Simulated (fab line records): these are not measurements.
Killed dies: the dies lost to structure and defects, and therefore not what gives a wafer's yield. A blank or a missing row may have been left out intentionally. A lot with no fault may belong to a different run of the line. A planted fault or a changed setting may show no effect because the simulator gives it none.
fab line records | flow n5-finfet
record: lots: 7 wafers: 39
route steps=1938 shown BEOL_M5@1160 BEOL_M7@1266 BEOL_M8@1368
start-h: start of the lot's first displayed wafer, in hours after the record's first day | wait-h: hours from the lot's prior step to this one | " identical to the entry in the row above | L1.1+2: a row that stands for several wafers | - no value present, or no start provided | * or withheld: withheld | < > ~ a bound
route shown NAME@n: names a module that has steps shown in the file, with the first one's number in the route | usual: mean/standard deviation of fault-free wafers | same: alike in all rows | chamber/n: place in a boat | sites: each site's reading | _std_site: their standard deviation | _edge_site: mean of outer sites minus mean of inner sites | radius-mm: for every site, how far away it sits from the centre of the wafer | mask NAME#n: copy n | behind: tool/chamber where the wafer was last shaped | hold: what put the lot on hold/how long, in hours/how the hold closed | device: transistor that didn't switch, given as n, p or np | end of line: the tests these same wafers got at the end of their route | a step with no rows: only its recipe | killed: count of dies lost to structure and defects at first sort (not the wafer's yield) | map: a wafer's dies, marking killed ones x, the rest . and places with no die _
set.NAME: the run value of the setting; set.NAME@STEP: its run value at that earlier step | model.NAME: the simulator's own value behind a step, which no gauge read
one table per step and one row per wafer, for lots whose settings were changed on purpose
== steps ==
step: N5_BEOL_M5_TRENCH_ETCH_37
recipe: chemistry: C4F6/O2 target-depth-a: 716.52 target: SiCOH_lowk time-s: 24.7 ion-energy-ev: 250 pressure-mtorr: 30 source-w: 345 bias-w: 185 Ar_flow_sccm: 300 C4F6_flow_sccm: 10 O2_flow_sccm: 10
columns lot.wafer tool chamber start-h wait-h set.time-s model.BEOL_M5.feature-depth-nm model.etch.depth-nm model.TiN_of_BEOL_M5_HM_DEP_02.thk-nm
L076.3 rie-diel-03 0 - - 24.7 69.8 69.76 18
L076.4 " 1 " " 24.7 69.8 69.84 18
L076.5 " 3 " " 24.7 70.8 70.75 18
L082.1 rie-diel-05 0 - - 24.7 71.8 71.71 17.6
L082.2 " 2 " " 24.7 74.8 74.76 17.6
L082.3 " 3 " " 24.7 72.2 72.16 17.6
L082.4 " 1 " " 24.7 72.8 72.71 17.8
L082.5 " 2 " " 24.7 74.2 74.14 17.6
L082.6 " 1 " " 24.7 71.8 71.86 17.8
L087.1 rie-diel-03 1 - - 24.7 70.6 70.54 17.8
L087.2 " 3 " " 11.28 32.8 32.84 18.8
L087.3 " 2 " " 11.28 32.6 32.67 18.8
L087.4 " 0 " " 24.7 71 70.99 17.4
L087.5 " 1 " " 24.7 70.8 70.75 17.8
L087.6 " 0 " " 11.28 32.2 32.25 18.8
L090.1 rie-diel-01 0 - - 10.59 31 31.08 18.8
L090.2 " 3 " " 24.7 74 74.06 17.8
L090.3 " 1 " " 24.7 72.6 72.51 17.6
L090.4 " 2 " " 10.59 31.2 31.23 19
L090.5 " 1 " " 24.7 72.4 72.42 17.6
L090.6 " 0 " " 10.59 31 31.01 19
L093.1 rie-diel-03 1 - - 24.7 69.4 69.32 17.8
L093.2 " 2 " " 24.7 70 69.97 17.8
L093.3 " 3 " " 24.7 71 70.95 17.8
L093.4 " 0 " " 24.7 69.4 69.34 17.6
L093.5 " 2 " " 24.7 71 70.93 17.6
L093.6 " 1 " " 24.7 70 69.92 17.8
L096.1 rie-diel-03 1 - - 24.7 69.6 69.53 17.8
L096.2 " 2 " " 12.14 34.8 34.8 18.6
L096.3 " 3 " " 12.14 35.2 35.16 18.6
L096.4 " 0 " " 24.7 69.2 69.26 17.8
L096.5 " 0 " " 24.7 69.4 69.42 17.6
L096.6 " 1 " " 12.14 34.4 34.37 18.6
L097.1 rie-diel-03 3 - - 14.04 40.2 40.25 19
L097.2 " 2 " " 24.7 70.6 70.63 17.8
L097.3 " 1 " " 14.04 39.4 39.43 18.8
L097.4 " 0 " " 24.7 69.8 69.87 18
L097.5 " 2 " " 24.7 70.4 70.46 17.8
L097.6 " 3 " " 14.04 40.4 40.41 19
step: N5_BEOL_M5_ETCH_41
recipe: chemistry: CH3F/O2 target: SiCN target-depth-a: 315 taper-deg: 2 time-s: 56.7 ion-energy-ev: 120 mask-material: TiN pressure-mtorr: 30 source-w: 395 bias-w: 75 Ar_flow_sccm: 150 CH3F_flow_sccm: 30 O2_flow_sccm: 20
step: N5_BEOL_M5_STRIP_91
recipe: chemistry: N2/H2 time-s: 10 power-w: 450 temp-c: 40 pressure-mtorr: 20 rf-frequency-hz: 6e+07 bias-power-w: 7 n2-flow-sccm: 200 h2-flow-sccm: 200
step: N5_BEOL_M5_OCD_MEAS_38
usual: trench-depth-nm: 71.5/1.2
columns lot.wafer tool chamber start-h wait-h set.time-s@BEOL_M5_TRENCH_ETCH_37 trench-depth-nm
L076.3 ocd-01 - 179.64 - 24.7 69.6
L076.4 " - " " 24.7 70.1
L076.5 " - " " 24.7 70.6
L082.1 ocd-02 - 223.39 - 24.7 72.4
L082.2 " - " " 24.7 75.0
L082.3 " - " " 24.7 72.1
L082.4 " - " " 24.7 72.9
L082.5 " - " " 24.7 74.4
L082.6 " - " " 24.7 71.1
L087.1 ocd-02 - 248.01 - 24.7 70.7
L087.2 " - " " 11.28 32.6
L087.3 " - " " 11.28 32.3
L087.4 " - " " 24.7 71.1
L087.5 " - " " 24.7 70.5
L087.6 " - " " 11.28 32.3
L090.1 ocd-02 - 277.84 - 10.59 30.6
L090.2 " - " " 24.7 74.1
L090.3 " - " " 24.7 72.7
L090.4 " - " " 10.59 31.1
L090.5 " - " " 24.7 72.5
L090.6 " - " " 10.59 30.6
L093.1 ocd-01 - 299.66 - 24.7 69.0
L093.2 " - " " 24.7 69.8
L093.3 " - " " 24.7 70.0
L093.4 " - " " 24.7 69.2
L093.5 " - " " 24.7 71.0
L093.6 " - " " 24.7 69.9
L096.1 ocd-01 - 302.25 - 24.7 69.7
L096.2 " - " " 12.14 34.3
L096.3 " - " " 12.14 35.0
L096.4 " - " " 24.7 69.4
L096.5 " - " " 24.7 69.4
L096.6 " - " " 12.14 34.2
L097.1 ocd-02 - 305.82 - 14.04 40.4
L097.2 " - " " 24.7 70.2
L097.3 " - " " 14.04 39.6
L097.4 " - " " 24.7 70.0
L097.5 " - " " 24.7 70.6
L097.6 " - " " 14.04 40.4
step: N5_BEOL_M5_HM_STRIP_39
recipe: chemistry: peroxide-tin-strip material: TiN target-depth-a: 250 temp-c: 50 time-s: 158
step: N5_BEOL_M5_SRD_40
recipe: time-s: 30 temp-c: 23 rinse-liquid: diw dry: ipa-marangoni
step: N5_BEOL_M5_ECD_50
recipe: material: Cu target-thk-a: 3000
step: N5_BEOL_M5_ANNEAL_51
recipe: temp-c: 225 time-s: 90 ambient: N2
step: N5_BEOL_M5_CMP_52
recipe: stop-on: SiCOH_lowk t-overpolish-s: 6.9 down-force-psi: 1 platen-rpm: 50 clearing-platen-down-force-psi: 1.5 clearing-platen-rpm: 50 post-cmp-clean: cu-alkaline target-thk-nm: 62 clearing-platen-pad-velocity-m-s: 0.99484 pad-velocity-m-s: 0.99484
columns lot.wafer tool chamber start-h wait-h set.time-s@BEOL_M5_TRENCH_ETCH_37 model.Cu_of_BEOL_M5_ECD_50.thk-nm
L076.3 cmp-01 1 186.82 0.2 24.7 61.4
L076.4 " 2 " " 24.7 60.4
L076.5 " 1 " " 24.7 62.4
L082.2 cmp-02 1 230.81 1.4 24.7 65.6
L082.3 " 2 " " 24.7 63.6
L082.1+4 " 3,0 " " 24.7 62.8
L082.5 " 1 " " 24.7 65
L082.6 " 2 " " 24.7 62.6
L087.4 cmp-01 0 254.93 0.1 24.7 62
L087.2 " 1 " " 11.28 23.2
L087.3 " 2 " " 11.28 22.6
L087.1 " 3 " " 24.7 61.6
L087.6 " 0 " " 11.28 22.4
L087.5 " 1 " " 24.7 62.2
L090.4+6 cmp-02 3 284.03 0.1 10.59 22
L090.1 " 0 " " 10.59 22.6
L090.2 " 1 " " 24.7 64.4
L090.3 " 2 " " 24.7 63
L090.5 " 0 " " 24.7 63.6
L093.1+3 cmp-03 0,1 305.94 0.3 24.7 62
L093.2 " 2 " " 24.7 59.6
L093.4 " 3 " " 24.7 60.8
L093.5 " 0 " " 24.7 60.6
L093.6 " 1 " " 24.7 61.6
L096.1 cmp-03 0 311.13 0.3 24.7 60
L096.3+2 " 1,3 " " 12.14 26
L096.4 " 2 " " 24.7 60.2
L096.6 " 0 " " 12.14 24.8
L096.5 " 1 " " 24.7 59.4
L097.4 cmp-02 2 312.46 0.1 24.7 61.2
L097.1 " 3 " " 14.04 30.4
L097.2 " 0 " " 24.7 61
L097.3 " 1 " " 14.04 29.8
L097.6 " 2 " " 14.04 31.8
L097.5 " 3 " " 24.7 62.2
step: N5_BEOL_M5_THK_MEAS_53
recipe: thk-meas-gauge: xrf reads: Cu_of_BEOL_M5_ECD_50
usual: M5_THK: 63.3/1.4
columns lot.wafer tool chamber start-h wait-h set.time-s@BEOL_M5_TRENCH_ETCH_37 M5_THK[nm]
L076.3 film-metro-01 - 187.07 - 24.7 62.4
L076.4 " - " " 24.7 61.1
L076.5 " - " " 24.7 63.5
L082.1 film-metro-02 - 231.11 - 24.7 63.7
L082.2 " - " " 24.7 67.2
L082.3 " - " " 24.7 64.8
L082.4 " - " " 24.7 64.2
L082.5 " - " " 24.7 66.3
L082.6 " - " " 24.7 63.8
L087.1 film-metro-02 - 255.22 - 24.7 62.7
L087.2 " - " " 11.28 23.7
L087.3 " - " " 11.28 23.0
L087.4 " - " " 24.7 62.9
L087.5 " - " " 24.7 63.5
L087.6 " - " " 11.28 22.8
L090.1 film-metro-01 - 284.33 - 10.59 23.0
L090.2 " - " " 24.7 65.4
L090.3 " - " " 24.7 64.1
L090.4 " - " " 10.59 22.4
L090.5 " - " " 24.7 64.7
L090.6 " - " " 10.59 22.5
L093.1 film-metro-02 - 306.23 - 24.7 63.4
L093.2 " - " " 24.7 61.2
L093.3 " - " " 24.7 63.4
L093.4 " - " " 24.7 62.4
L093.5 " - " " 24.7 62.0
L093.6 " - " " 24.7 63.1
L096.1 film-metro-01 - 311.42 - 24.7 61.0
L096.2 " - " " 12.14 26.5
L096.3 " - " " 12.14 26.5
L096.4 " - " " 24.7 61.5
L096.5 " - " " 24.7 60.6
L096.6 " - " " 12.14 25.3
L097.1 film-metro-01 - 312.76 - 14.04 30.9
L097.2 " - " " 24.7 61.8
L097.3 " - " " 14.04 30.1
L097.4 " - " " 24.7 62.4
L097.5 " - " " 24.7 63.0
L097.6 " - " " 14.04 32.3
step: N5_BEOL_M5_PRE_CLEAN_77
recipe: gas: NH3/H2 time-s: 15 temp-c: * rf-power-w: 300
step: N5_BEOL_M5_CO_CAP_78
recipe: material: Co target-thk-a: 20 temp-c: 200 precursor: CCTBA/H2 pressure-torr: 30 time-s: 102.1
step: N5_BEOL_M5_PRE_CLEAN_55
recipe: gas: NH3 time-s: 15 temp-c: withheld rf-power-w: 300
step: N5_BEOL_M5_DEP_56
recipe: material: SiCN target-thk-a: 80 temp-c: withheld precursor: 3MS/NH3 pressure-torr: 3 rf-w: 202 time-s: 14
step: N5_BEOL_M5_RS_MEAS_57
recipe: thk-meas-gauge: four-point-probe reads: Co_of_BEOL_M5_CO_CAP_78+Cu_of_BEOL_M5_ECD_50+Co_of_BEOL_M5_CVD_47+TaN_of_BEOL_M5_ALD_86
usual: M5_RS: 0.387/0.01
columns lot.wafer tool chamber start-h wait-h set.time-s@BEOL_M5_TRENCH_ETCH_37 M5_RS[ohm/sq]
L076.3 film-metro-01 - 187.33 0.1 24.7 0.391
L076.4 " - " " 24.7 0.399
L076.5 " - " " 24.7 0.384
L082.1 film-metro-02 - 231.37 0.0 24.7 0.382
L082.2 " - " " 24.7 0.362
L082.3 " - " " 24.7 0.375
L082.4 " - " " 24.7 0.381
L082.5 " - " " 24.7 0.365
L082.6 " - " " 24.7 0.383
L087.1 film-metro-02 - 255.48 0.0 24.7 0.391
L087.2 " - " " 11.28 1.379
L087.3 " - " " 11.28 1.428
L087.4 " - " " 24.7 0.387
L087.5 " - " " 24.7 0.385
L087.6 " - " " 11.28 1.450
L090.1 film-metro-01 - 284.59 0.0 10.59 1.434
L090.2 " - " " 24.7 0.371
L090.3 " - " " 24.7 0.380
L090.4 " - " " 10.59 1.484
L090.5 " - " " 24.7 0.376
L090.6 " - " " 10.59 1.481
L093.1 film-metro-02 - 306.49 0.0 24.7 0.386
L093.2 " - " " 24.7 0.406
L093.3 " - " " 24.7 0.387
L093.4 " - " " 24.7 0.396
L093.5 " - " " 24.7 0.398
L093.6 " - " " 24.7 0.391
L096.1 film-metro-02 - 311.68 0.0 24.7 0.403
L096.2 " - " " 12.14 1.176
L096.3 " - " " 12.14 1.183
L096.4 " - " " 24.7 0.402
L096.5 " - " " 24.7 0.407
L096.6 " - " " 12.14 1.258
L097.1 film-metro-01 - 313.06 0.0 14.04 0.959
L097.2 " - " " 24.7 0.394
L097.3 " - " " 14.04 0.990
L097.4 " - " " 24.7 0.393
L097.5 " - " " 24.7 0.386
L097.6 " - " " 14.04 0.905
step: N5_BEOL_M7_PECVD_70
recipe: material: SiO2 target-thk-a: 200 temp-c: 400 precursor: TEOS/O2 pressure-torr: 5.5 rf-w: 450 teos-flow-sccm: 53.8 gas: O2 flow-sccm: 3000 time-s: 22.7
columns lot.wafer tool chamber start-h wait-h set.time-s model.SiO2_of_BEOL_M7_PECVD_70.thk-nm
L076.3 pecvd-04 1 199.07 0.0 22.7 19.8
L076.4+5 " 2,0 " " 22.7 20.2
L082.1 pecvd-02 0 240.36 0.0 22.7 19.8
L082.2 " 1 " " 34.46 30
L082.3 " 2 " " 34.46 30.2
L082.4 " 2 " " 34.46 30.4
L082.5 " 0 " " 22.7 20.4
L082.6 " 1 " " 22.7 20
L087.1 pecvd-02 0 266.11 0.0 22.7 20
L087.2 " 2 " " 22.7 20.2
L087.3 " 1 " " 22.7 19.8
L087.4 " 1 " " 9.565 8.8
L087.5 " 2 " " 9.565 9
L087.6 " 0 " " 9.565 8.6
L090.1 pecvd-02 0 291.98 0.0 17.53 15.4
L090.2 " 2 " " 17.53 15.6
L090.3 " 1 " " 17.53 15.8
L090.4 " 2 " " 22.7 20.4
L090.5 " 1 " " 22.7 20
L090.6 " 0 " " 22.7 20.2
L093.1 pecvd-04 2 319.06 0.0 30.14 26
L093.2 " 1 " " 22.7 19.8
L093.3+4 " 2,1 " " 22.7 20.2
L093.5 " 2 " " 30.14 26.8
L093.6 " 1 " " 30.14 26.4
L096.1+6 pecvd-01 1 320.32 0.0 22.7 19.8
L096.2 " 2 " " 22.7 19.6
L096.3+4 " 0,2 " " 32.91 28.6
L096.5 " 0 " " 32.91 29.2
L097.1 pecvd-02 2 320.43 0.0 34.67 30
L097.2+4+6 " 1,2,1 " " 22.7 20.2
L097.3 " 0 " " 34.67 30.2
L097.5 " 0 " " 34.67 30.6
step: N5_BEOL_M7_HM_DEP_02
recipe: material: TiN target-thk-a: 200 temp-c: 25 chamber-pressure-pa: 0.49996
step: N5_BEOL_M7_COAT_59
recipe: resist: SOC temp-c: 250 time-s: 60 spin-rpm: 1500 resist-thk-nm: 100
step: N5_BEOL_M7_STRIP_80
recipe: chemistry: N2/H2 time-s: 10 power-w: 450 temp-c: 40 pressure-mtorr: 20 rf-frequency-hz: 6e+07 bias-power-w: 7 n2-flow-sccm: 200 h2-flow-sccm: 200
step: N5_BEOL_M7_HM_STRIP_39
recipe: chemistry: peroxide-tin-strip material: TiN target-depth-a: 250 temp-c: 50 time-s: 158
columns lot.wafer tool chamber start-h wait-h set.time-s@BEOL_M7_PECVD_70 model.SiO2_of_BEOL_M7_PECVD_70.thk-nm
L076.3 wet-bench-03 2 202.49 0.0 22.7 19.8
L076.4+5 " 5,1 " " 22.7 20
L082.1 wet-bench-03 6 247.77 0.0 22.7 19.6
L082.2 " 5 " " 34.46 29.8
L082.3 " 3 " " 34.46 30
L082.4 " 7 " " 34.46 30.2
L082.5 " 4 " " 22.7 20.2
L082.6 " 2 " " 22.7 19.8
L087.1 wet-bench-02 7 268.77 0.0 22.7 19.8
L087.2 " 1 " " 22.7 20
L087.3 " 5 " " 22.7 19.6
L087.4 " 6 " " 9.565 8.8
L087.5 " 4 " " 9.565 9
L087.6 " 0 " " 9.565 8.6
L090.1 wet-bench-02 5 295.80 0.0 17.53 15.2
L090.2 " 0 " " 17.53 15.4
L090.3 " 1 " " 17.53 15.6
L090.4+6 " 3,4 " " 22.7 20.2
L090.5 " 2 " " 22.7 19.8
L093.1 wet-bench-02 6 322.56 0.0 30.14 26
L093.2 " 0 " " 22.7 19.6
L093.3 " 2 " " 22.7 20
L093.4 " 1 " " 22.7 20.2
L093.5 " 7 " " 30.14 26.6
L093.6 " 3 " " 30.14 26.2
L097.1 wet-bench-02 0 325.01 0.0 34.67 29.8
L097.2+6 " 1,7 " " 22.7 20
L097.3 " 6 " " 34.67 30
L097.4 " 4 " " 22.7 20.2
L097.5 " 5 " " 34.67 30.4
L096.1 wet-bench-03 1 325.42 0.0 22.7 19.8
L096.2 " 2 " " 22.7 19.4
L096.3 " 4 " " 32.91 28.4
L096.4 " 6 " " 32.91 28.6
L096.5 " 3 " " 32.91 29
L096.6 " 5 " " 22.7 19.6
step: N5_BEOL_M8_DESCUM_33
recipe: chemistry: O2 time-s: 7 source-power-w: 50 bias-power-w: 20 pressure-mtorr: 20 rf-frequency-hz: 2.712e+07 temp-c: 40 resist: CAR-EUV o2-flow-sccm: 225
columns lot.wafer tool chamber start-h wait-h set.time-s model.CAR-EUV_of_BEOL_M8_COAT_22.thk-nm model.BEOL_M8.cd-nm
L076.3 rie-diel-04 3 210.57 0.1 7 26.2 40
L076.4 " 1 " " 7 26 39.8
L076.5 " 3 " " 7 26.2 39.8
L082.1 rie-diel-02 1 255.47 0.1 7 26 40.2
L082.2+5 " 2,3 " " 10.04 24.6 40.4
L082.3+4 " 3,0 " " 7 26 40
L082.6 " 2 " " 10.04 24.4 40.4
L087.1+5+6 rie-diel-06 3,2,1 277.67 0.3 7 26 40
L087.2+4 " 2,1 " " 10.5 24.4 40.4
L087.3 " 0 " " 10.5 24.2 40.4
L090.1+2+3+4+5 rie-diel-06 3,1,2,3,1 301.06 0.0 7 26 40
L090.6 " 2 " " 7 26.2 39.8
L093.1 rie-diel-06 1 332.26 0.2 10.34 24.4 40.6
L093.2 " 0 " " 10.34 24.2 40.4
L093.3+5+6 " 2,2,1 " " 7 26 40
L093.4 " 3 " " 10.34 24.2 40.6
L097.1 rie-diel-04 2 332.60 0.5 9.73 24.8 40.4
L097.2+3 " 3,0 " " 9.73 24.6 40.6
L097.4+6 " 0,3 " " 7 26.2 40.2
L097.5 " 2 " " 7 26 40.2
L096.1+3+5+6 rie-diel-02 3,0,2,3 332.70 0.5 7 26 39.8
L096.2+4 " 2,1 " " 7 26 40
step: N5_BEOL_M8_ETCH_72
recipe: chemistry: N2/H2 target: underlayer target-depth-a: 65 mask-material: CAR-EUV time-s: 5.2 ion-energy-ev: 200 pressure-mtorr: 30 source-w: 840 bias-w: 150 n2-flow-sccm: 200 h2-flow-sccm: 200 ends: cleared
step: N5_BEOL_M8_ETCH_65
recipe: chemistry: CF4 target: SiARC target-depth-a: 156 mask-material: CAR-EUV time-s: 26 ion-energy-ev: 80 pressure-mtorr: 40 source-w: 545 bias-w: 36 Ar_flow_sccm: 100 cf4-flow-sccm: 100 ends: cleared
columns lot.wafer tool chamber start-h wait-h set.time-s@BEOL_M8_DESCUM_33 model.CAR-EUV_of_BEOL_M8_COAT_22.thk-nm
L076.3+5 rie-diel-04 3 210.63 0.0 7 11.2
L076.4 " 1 " " 7 11
L082.1+3 rie-diel-02 1,3 255.52 0.0 7 11.2
L082.2+5+6 " 2,3,2 " " 10.04 9.6
L082.4 " 0 " " 7 11
L087.1+6 rie-diel-06 3,1 277.72 0.0 7 11
L087.2+4 " 2,1 " " 10.5 9.4
L087.3 " 0 " " 10.5 9.2
L087.5 " 2 " " 7 11.2
L090.1+2+4+5+6 rie-diel-06 3,1,3,1,2 301.11 0.0 7 11.2
L090.3 " 2 " " 7 11
L093.1+2+4 rie-diel-06 1,0,3 332.32 0.0 10.34 9.4
L093.3 " 2 " " 7 11
L093.5+6 " 2,1 " " 7 11.2
L097.1+2+3 rie-diel-04 2,3,0 332.66 0.0 9.73 9.6
L097.4+6 " 0,3 " " 7 11.2
L097.5 " 2 " " 7 11
L096.1+5+6 rie-diel-02 3,2,3 332.76 0.0 7 11.2
L096.2+3+4 " 2,0,1 " " 7 11
== key ==
split: step: N5_BEOL_M5_TRENCH_ETCH_37 setting: time-s stated: 24.7 by: wafer
response: step: N5_BEOL_M5_TRENCH_ETCH_37 reading: model.BEOL_M5.feature-depth-nm change: +0.707 per: 1% r: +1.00
response: step: N5_BEOL_M5_TRENCH_ETCH_37 reading: model.etch.depth-nm change: +0.707 per: 1% r: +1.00
response: step: N5_BEOL_M5_TRENCH_ETCH_37 reading: model.TiN_of_BEOL_M5_HM_DEP_02.thk-nm change: -0.021 per: 1% r: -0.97
response: step: N5_BEOL_M5_OCD_MEAS_38 reading: trench-depth-nm change: +0.711 per: 1% r: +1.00
response: step: N5_BEOL_M5_CMP_52 reading: model.Cu_of_BEOL_M5_ECD_50.thk-nm change: +0.71 per: 1% r: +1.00
response: step: N5_BEOL_M5_THK_MEAS_53 reading: M5_THK change: +0.722 per: 1% r: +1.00
response: step: N5_BEOL_M5_RS_MEAS_57 reading: M5_RS change: -0.0172 per: 1% r: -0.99
split: step: N5_BEOL_M7_PECVD_70 setting: time-s stated: 22.7 by: wafer
response: step: N5_BEOL_M7_PECVD_70 reading: model.SiO2_of_BEOL_M7_PECVD_70.thk-nm change: +0.195 per: 1% r: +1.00
response: step: N5_BEOL_M7_HM_STRIP_39 reading: model.SiO2_of_BEOL_M7_PECVD_70.thk-nm change: +0.194 per: 1% r: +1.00
split: step: N5_BEOL_M8_DESCUM_33 setting: time-s stated: 7 by: wafer
response: step: N5_BEOL_M8_DESCUM_33 reading: model.CAR-EUV_of_BEOL_M8_COAT_22.thk-nm change: -0.0351 per: 1% r: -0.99
response: step: N5_BEOL_M8_DESCUM_33 reading: model.BEOL_M8.cd-nm change: +0.00891 per: 1% r: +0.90
response: step: N5_BEOL_M8_ETCH_65 reading: model.CAR-EUV_of_BEOL_M8_COAT_22.thk-nm change: -0.0361 per: 1% r: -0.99
